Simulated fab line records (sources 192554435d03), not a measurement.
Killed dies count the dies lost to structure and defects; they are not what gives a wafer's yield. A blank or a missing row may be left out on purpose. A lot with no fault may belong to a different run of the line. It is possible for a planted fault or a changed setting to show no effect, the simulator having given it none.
Split-lot experiment / flow n5Finfet / 39 wafers read from 7 lots, route of 1938 steps

## ON THE SPLIT
At N5_DUMMY_GATE_ETCH_42 (etches SiO2 in CHF3/O2, target depth 3.5 nm, time 31 s), the setting biasW was moved away from the recipe's 12 W on 12 of the 39 wafers read, by -16.3% to -6.9%. For the rest of the wafers, this setting stayed at what the recipe calls for.

Reading taken at the split's own step.

## THE READING
rfVppV, in V, at N5_DUMMY_GATE_ETCH_42 (etches SiO2 in CHF3/O2, target depth 3.5 nm, time 31 s). On this fab line, fault-free wafers typically give 43.0 V with a standard deviation of 1.2 V.

wafer=L074.2; tool, chamber at the split=rieDiel-06, 2; biasW as run, W=12; against the recipe=recipe; rfVppV, V=42.9; against lot-mates on the recipe=-
wafer=L074.4; tool, chamber at the split=rieDiel-06, 0; biasW as run, W=12; against the recipe=recipe; rfVppV, V=45.3; against lot-mates on the recipe=-
wafer=L074.5; tool, chamber at the split=rieDiel-06, 3; biasW as run, W=12; against the recipe=recipe; rfVppV, V=41.5; against lot-mates on the recipe=-
wafer=L078.1; tool, chamber at the split=rieDiel-06, 2; biasW as run, W=12; against the recipe=recipe; rfVppV, V=44.4; against lot-mates on the recipe=-
wafer=L078.2; tool, chamber at the split=rieDiel-06, 0; biasW as run, W=12; against the recipe=recipe; rfVppV, V=43.4; against lot-mates on the recipe=-
wafer=L078.3; tool, chamber at the split=rieDiel-06, 1; biasW as run, W=12; against the recipe=recipe; rfVppV, V=43.6; against lot-mates on the recipe=-
wafer=L078.4; tool, chamber at the split=rieDiel-06, 1; biasW as run, W=12; against the recipe=recipe; rfVppV, V=43.6; against lot-mates on the recipe=-
wafer=L078.5; tool, chamber at the split=rieDiel-06, 0; biasW as run, W=12; against the recipe=recipe; rfVppV, V=43.4; against lot-mates on the recipe=-
wafer=L078.6; tool, chamber at the split=rieDiel-06, 2; biasW as run, W=12; against the recipe=recipe; rfVppV, V=43.9; against lot-mates on the recipe=-
wafer=L079.1; tool, chamber at the split=rieDiel-02, 0; biasW as run, W=12; against the recipe=recipe; rfVppV, V=42.9; against lot-mates on the recipe=-
wafer=L079.2; tool, chamber at the split=rieDiel-02, 2; biasW as run, W=11.17; against the recipe=-6.9%; rfVppV, V=40.2; against lot-mates on the recipe=-3.4
wafer=L079.3; tool, chamber at the split=rieDiel-02, 1; biasW as run, W=11.17; against the recipe=-6.9%; rfVppV, V=41.0; against lot-mates on the recipe=-2.6
wafer=L079.4; tool, chamber at the split=rieDiel-02, 2; biasW as run, W=11.17; against the recipe=-6.9%; rfVppV, V=39.5; against lot-mates on the recipe=-4.1
wafer=L079.5; tool, chamber at the split=rieDiel-02, 0; biasW as run, W=12; against the recipe=recipe; rfVppV, V=44.7; against lot-mates on the recipe=-
wafer=L079.6; tool, chamber at the split=rieDiel-02, 1; biasW as run, W=12; against the recipe=recipe; rfVppV, V=43.1; against lot-mates on the recipe=-
wafer=L083.1; tool, chamber at the split=rieDiel-01, 3; biasW as run, W=12; against the recipe=recipe; rfVppV, V=41.9; against lot-mates on the recipe=-
wafer=L083.2; tool, chamber at the split=rieDiel-01, 1; biasW as run, W=10.21; against the recipe=-14.9%; rfVppV, V=36.8; against lot-mates on the recipe=-4.9
wafer=L083.3; tool, chamber at the split=rieDiel-01, 2; biasW as run, W=10.21; against the recipe=-14.9%; rfVppV, V=39.9; against lot-mates on the recipe=-1.8
wafer=L083.4; tool, chamber at the split=rieDiel-01, 0; biasW as run, W=12; against the recipe=recipe; rfVppV, V=41.7; against lot-mates on the recipe=-
wafer=L083.5; tool, chamber at the split=rieDiel-01, 0; biasW as run, W=10.21; against the recipe=-14.9%; rfVppV, V=37.6; against lot-mates on the recipe=-4.1
wafer=L083.6; tool, chamber at the split=rieDiel-01, 3; biasW as run, W=12; against the recipe=recipe; rfVppV, V=41.6; against lot-mates on the recipe=-
wafer=L089.1; tool, chamber at the split=rieDiel-02, 2; biasW as run, W=10.04; against the recipe=-16.3%; rfVppV, V=38.3; against lot-mates on the recipe=-4.3
wafer=L089.2; tool, chamber at the split=rieDiel-02, 3; biasW as run, W=12; against the recipe=recipe; rfVppV, V=40.9; against lot-mates on the recipe=-
wafer=L089.3; tool, chamber at the split=rieDiel-02, 0; biasW as run, W=12; against the recipe=recipe; rfVppV, V=42.8; against lot-mates on the recipe=-
wafer=L089.4; tool, chamber at the split=rieDiel-02, 1; biasW as run, W=10.04; against the recipe=-16.3%; rfVppV, V=37.7; against lot-mates on the recipe=-4.9
wafer=L089.5; tool, chamber at the split=rieDiel-02, 0; biasW as run, W=12; against the recipe=recipe; rfVppV, V=44.2; against lot-mates on the recipe=-
wafer=L089.6; tool, chamber at the split=rieDiel-02, 1; biasW as run, W=10.04; against the recipe=-16.3%; rfVppV, V=37.3; against lot-mates on the recipe=-5.3
wafer=L094.1; tool, chamber at the split=rieDiel-06, 3; biasW as run, W=12; against the recipe=recipe; rfVppV, V=41.5; against lot-mates on the recipe=-
wafer=L094.2; tool, chamber at the split=rieDiel-06, 0; biasW as run, W=12; against the recipe=recipe; rfVppV, V=43.7; against lot-mates on the recipe=-
wafer=L094.3; tool, chamber at the split=rieDiel-06, 2; biasW as run, W=12; against the recipe=recipe; rfVppV, V=43.1; against lot-mates on the recipe=-
wafer=L094.4; tool, chamber at the split=rieDiel-06, 1; biasW as run, W=12; against the recipe=recipe; rfVppV, V=44.5; against lot-mates on the recipe=-
wafer=L094.5; tool, chamber at the split=rieDiel-06, 0; biasW as run, W=12; against the recipe=recipe; rfVppV, V=42.4; against lot-mates on the recipe=-
wafer=L094.6; tool, chamber at the split=rieDiel-06, 1; biasW as run, W=12; against the recipe=recipe; rfVppV, V=44.8; against lot-mates on the recipe=-
wafer=L096.1; tool, chamber at the split=rieDiel-06, 2; biasW as run, W=10.23; against the recipe=-14.7%; rfVppV, V=39.2; against lot-mates on the recipe=-3.7
wafer=L096.2; tool, chamber at the split=rieDiel-06, 1; biasW as run, W=12; against the recipe=recipe; rfVppV, V=43.2; against lot-mates on the recipe=-
wafer=L096.3; tool, chamber at the split=rieDiel-06, 3; biasW as run, W=12; against the recipe=recipe; rfVppV, V=41.8; against lot-mates on the recipe=-
wafer=L096.4; tool, chamber at the split=rieDiel-06, 0; biasW as run, W=12; against the recipe=recipe; rfVppV, V=43.6; against lot-mates on the recipe=-
wafer=L096.5; tool, chamber at the split=rieDiel-06, 1; biasW as run, W=10.23; against the recipe=-14.7%; rfVppV, V=37.3; against lot-mates on the recipe=-5.6
wafer=L096.6; tool, chamber at the split=rieDiel-06, 0; biasW as run, W=10.23; against the recipe=-14.7%; rfVppV, V=38.4; against lot-mates on the recipe=-4.5

THE FIT
A straight line over all 39 wafers: rfVppV changes by +0.334 V for each +1% of biasW; r = +0.90; the points scatter about the line by 1.1 V.
The same after taking each lot's own level away (the mean of its wafers on the recipe; 39 wafers): +0.292 V for each +1%; r = +0.88; scatter 1 V.
That fit puts the effect of the largest move of biasW on the reading at 4.8 V.
The span of the lots' own levels, 41.73 to 43.72 V, comes to 1.7 times the standard deviation stated above.
So the lot-to-lot level changes the slope: the two fits differ.
Check: -4.91 V against its lot-mates is what the line predicts for one of the wafers moved furthest among these (-16.3%) when that wafer is left out of the fit. Against them it came out at -4.33 V.
Tool readings at the split's step, against how far the setting was moved: rfVppV r = +0.90.

## THE OTHER SPLITS THESE WAFERS WENT THROUGH
Note: prior to the reading, these wafers also went through further splits. Each is held against what the fit with the lots' levels taken away leaves over:
other split on the same wafers=N5_DUMMY_GATE_EXPOSE_12 doseMj; wafers away from the commonest value=12; r with rfVppV (lot level and that fit taken away)=-0.25

## FILE'S OWN FIT
rfVppV changes by +0.298 V for each +1% of biasW, r = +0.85.
